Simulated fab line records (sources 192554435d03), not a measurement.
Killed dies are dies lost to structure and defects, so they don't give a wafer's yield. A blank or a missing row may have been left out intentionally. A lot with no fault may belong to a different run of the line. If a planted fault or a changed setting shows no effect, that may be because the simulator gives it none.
Split-lot experiment || flow n5 finfet || on a route of 1938 steps: 7 lots, 39 wafers read

## THE SPLIT ITSELF
At N5_HKMG_FIN_DEVELOP_11 (develop time 30 s), the setting develop time s was moved away from the recipe's 30 s on 15 of the 39 wafers read, by -52.6% to +53.0%. The other wafers ran this setting at the recipe's value.

There is no step in the file separating the split from the reading.

## THE READING
At N5_HKMG_FIN_CD_MEAS_12: cd nm in nanometres, against a target cd of 92.8 nm. A value of 93.0 nm with a standard deviation of 0.63 nm is what fault-free wafers of this fab line usually give.

{"wafer": "L074.1", "tool, chamber at the split": "litho track-02, 0", "develop time s as run, s": 21.84, "against the recipe": "-27.2%", "cd nm, nm": 92.0, "against lot-mates on the recipe": -1.4}
{"wafer": "L074.2", "tool, chamber at the split": "litho track-02, 0", "develop time s as run, s": 21.84, "against the recipe": "-27.2%", "cd nm, nm": 92.2, "against lot-mates on the recipe": -1.2}
{"wafer": "L074.3", "tool, chamber at the split": "litho track-02, 0", "develop time s as run, s": 21.84, "against the recipe": "-27.2%", "cd nm, nm": 92.3, "against lot-mates on the recipe": -1.1}
{"wafer": "L074.4", "tool, chamber at the split": "litho track-02, 0", "develop time s as run, s": 30, "against the recipe": "recipe", "cd nm, nm": 93.7, "against lot-mates on the recipe": "-"}
{"wafer": "L074.5", "tool, chamber at the split": "litho track-02, 0", "develop time s as run, s": 30, "against the recipe": "recipe", "cd nm, nm": 93.2, "against lot-mates on the recipe": "-"}
{"wafer": "L074.6", "tool, chamber at the split": "litho track-02, 0", "develop time s as run, s": 30, "against the recipe": "recipe", "cd nm, nm": 93.3, "against lot-mates on the recipe": "-"}
{"wafer": "L075.1", "tool, chamber at the split": "litho track-02, 0", "develop time s as run, s": 22.06, "against the recipe": "-26.5%", "cd nm, nm": 91.6, "against lot-mates on the recipe": -1.5}
{"wafer": "L075.2", "tool, chamber at the split": "litho track-02, 0", "develop time s as run, s": 22.06, "against the recipe": "-26.5%", "cd nm, nm": 92.0, "against lot-mates on the recipe": -1.1}
{"wafer": "L075.3", "tool, chamber at the split": "litho track-02, 0", "develop time s as run, s": 22.06, "against the recipe": "-26.5%", "cd nm, nm": 91.5, "against lot-mates on the recipe": -1.6}
{"wafer": "L075.4", "tool, chamber at the split": "litho track-02, 0", "develop time s as run, s": 30, "against the recipe": "recipe", "cd nm, nm": 93.5, "against lot-mates on the recipe": "-"}
{"wafer": "L075.5", "tool, chamber at the split": "litho track-02, 0", "develop time s as run, s": 30, "against the recipe": "recipe", "cd nm, nm": 92.9, "against lot-mates on the recipe": "-"}
{"wafer": "L075.6", "tool, chamber at the split": "litho track-02, 0", "develop time s as run, s": 30, "against the recipe": "recipe", "cd nm, nm": 93.0, "against lot-mates on the recipe": "-"}
{"wafer": "L082.2", "tool, chamber at the split": "litho track-03, 0", "develop time s as run, s": 30, "against the recipe": "recipe", "cd nm, nm": 93.0, "against lot-mates on the recipe": "-"}
{"wafer": "L082.3", "tool, chamber at the split": "litho track-03, 0", "develop time s as run, s": 30, "against the recipe": "recipe", "cd nm, nm": 92.4, "against lot-mates on the recipe": "-"}
{"wafer": "L082.6", "tool, chamber at the split": "litho track-03, 0", "develop time s as run, s": 30, "against the recipe": "recipe", "cd nm, nm": 92.9, "against lot-mates on the recipe": "-"}
{"wafer": "L088.1", "tool, chamber at the split": "litho track-05, 0", "develop time s as run, s": 30, "against the recipe": "recipe", "cd nm, nm": 93.9, "against lot-mates on the recipe": "-"}
{"wafer": "L088.2", "tool, chamber at the split": "litho track-05, 0", "develop time s as run, s": 30, "against the recipe": "recipe", "cd nm, nm": 94.3, "against lot-mates on the recipe": "-"}
{"wafer": "L088.3", "tool, chamber at the split": "litho track-05, 0", "develop time s as run, s": 30, "against the recipe": "recipe", "cd nm, nm": 92.7, "against lot-mates on the recipe": "-"}
{"wafer": "L088.4", "tool, chamber at the split": "litho track-05, 0", "develop time s as run, s": 30, "against the recipe": "recipe", "cd nm, nm": 94.2, "against lot-mates on the recipe": "-"}
{"wafer": "L088.5", "tool, chamber at the split": "litho track-05, 0", "develop time s as run, s": 30, "against the recipe": "recipe", "cd nm, nm": 94.3, "against lot-mates on the recipe": "-"}
{"wafer": "L088.6", "tool, chamber at the split": "litho track-05, 0", "develop time s as run, s": 30, "against the recipe": "recipe", "cd nm, nm": 94.0, "against lot-mates on the recipe": "-"}
{"wafer": "L089.1", "tool, chamber at the split": "litho track-05, 0", "develop time s as run, s": 16.29, "against the recipe": "-45.7%", "cd nm, nm": 89.8, "against lot-mates on the recipe": -3.2}
{"wafer": "L089.2", "tool, chamber at the split": "litho track-05, 0", "develop time s as run, s": 30, "against the recipe": "recipe", "cd nm, nm": 92.8, "against lot-mates on the recipe": "-"}
{"wafer": "L089.3", "tool, chamber at the split": "litho track-05, 0", "develop time s as run, s": 30, "against the recipe": "recipe", "cd nm, nm": 92.9, "against lot-mates on the recipe": "-"}
{"wafer": "L089.4", "tool, chamber at the split": "litho track-05, 0", "develop time s as run, s": 30, "against the recipe": "recipe", "cd nm, nm": 93.4, "against lot-mates on the recipe": "-"}
{"wafer": "L089.5", "tool, chamber at the split": "litho track-05, 0", "develop time s as run, s": 16.29, "against the recipe": "-45.7%", "cd nm, nm": 90.2, "against lot-mates on the recipe": -2.8}
{"wafer": "L089.6", "tool, chamber at the split": "litho track-05, 0", "develop time s as run, s": 16.29, "against the recipe": "-45.7%", "cd nm, nm": 89.5, "against lot-mates on the recipe": -3.5}
{"wafer": "L094.1", "tool, chamber at the split": "litho track-03, 0", "develop time s as run, s": 45.9, "against the recipe": "+53.0%", "cd nm, nm": 94.4, "against lot-mates on the recipe": "+1.0"}
{"wafer": "L094.2", "tool, chamber at the split": "litho track-03, 0", "develop time s as run, s": 45.9, "against the recipe": "+53.0%", "cd nm, nm": 95.3, "against lot-mates on the recipe": "+1.9"}
{"wafer": "L094.3", "tool, chamber at the split": "litho track-03, 0", "develop time s as run, s": 30, "against the recipe": "recipe", "cd nm, nm": 92.8, "against lot-mates on the recipe": "-"}
{"wafer": "L094.4", "tool, chamber at the split": "litho track-03, 0", "develop time s as run, s": 30, "against the recipe": "recipe", "cd nm, nm": 93.6, "against lot-mates on the recipe": "-"}
{"wafer": "L094.5", "tool, chamber at the split": "litho track-03, 0", "develop time s as run, s": 45.9, "against the recipe": "+53.0%", "cd nm, nm": 95.2, "against lot-mates on the recipe": "+1.8"}
{"wafer": "L094.6", "tool, chamber at the split": "litho track-03, 0", "develop time s as run, s": 30, "against the recipe": "recipe", "cd nm, nm": 93.7, "against lot-mates on the recipe": "-"}
{"wafer": "L096.1", "tool, chamber at the split": "litho track-05, 0", "develop time s as run, s": 30, "against the recipe": "recipe", "cd nm, nm": 93.3, "against lot-mates on the recipe": "-"}
{"wafer": "L096.2", "tool, chamber at the split": "litho track-05, 0", "develop time s as run, s": 14.22, "against the recipe": "-52.6%", "cd nm, nm": 89.3, "against lot-mates on the recipe": -3.4}
{"wafer": "L096.3", "tool, chamber at the split": "litho track-05, 0", "develop time s as run, s": 14.22, "against the recipe": "-52.6%", "cd nm, nm": 89.8, "against lot-mates on the recipe": -2.9}
{"wafer": "L096.4", "tool, chamber at the split": "litho track-05, 0", "develop time s as run, s": 14.22, "against the recipe": "-52.6%", "cd nm, nm": 89.4, "against lot-mates on the recipe": -3.3}
{"wafer": "L096.5", "tool, chamber at the split": "litho track-05, 0", "develop time s as run, s": 30, "against the recipe": "recipe", "cd nm, nm": 92.2, "against lot-mates on the recipe": "-"}
{"wafer": "L096.6", "tool, chamber at the split": "litho track-05, 0", "develop time s as run, s": 30, "against the recipe": "recipe", "cd nm, nm": 92.6, "against lot-mates on the recipe": "-"}

THE FIT
A straight line over all 39 wafers: cd nm changes by +0.0545 nm for each +1% of develop time s; r = +0.90; the points scatter about the line by 0.68 nm.
The same after taking each lot's own level away (the mean of its wafers on the recipe; 39 wafers): +0.0496 nm for each +1%; r = +0.93; scatter 0.52 nm.
That fit puts the effect of the largest move of develop time s on the reading at 2.6 nm.
The span of the lots' own levels, 92.70 to 93.90 nm, comes to 1.9 times the standard deviation stated above.
The two slopes are in agreement: the lot-to-lot level therefore moves the slope only a little.
Check: for one of the wafers moved furthest among these (+53.0%), held out of the fit, the line's prediction against its lot-mates is +2.72 nm. Against them it came out at +1.03 nm.

## FURTHER SPLITS ON THESE WAFERS
Before the reading, these wafers also passed through other splits. Each is held against what the fit with the lots' levels taken away leaves over:
{"other split on the same wafers": "N5_ZERO_LAYER_PECVD_02 time s", "wafers away from the commonest value": 18, "r with cd nm (lot level and that fit taken away)": -0.07}
{"other split on the same wafers": "N5_FIN_SAQP_ETCH_65 time s", "wafers away from the commonest value": 18, "r with cd nm (lot level and that fit taken away)": -0.26}
{"other split on the same wafers": "N5_SD_EPI_N_ETCH_45 target depth a", "wafers away from the commonest value": 18, "r with cd nm (lot level and that fit taken away)": -0.12}

## THE FILE'S OWN FIT
cd nm changes by +0.0518 nm for each +1% of develop time s, r = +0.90.
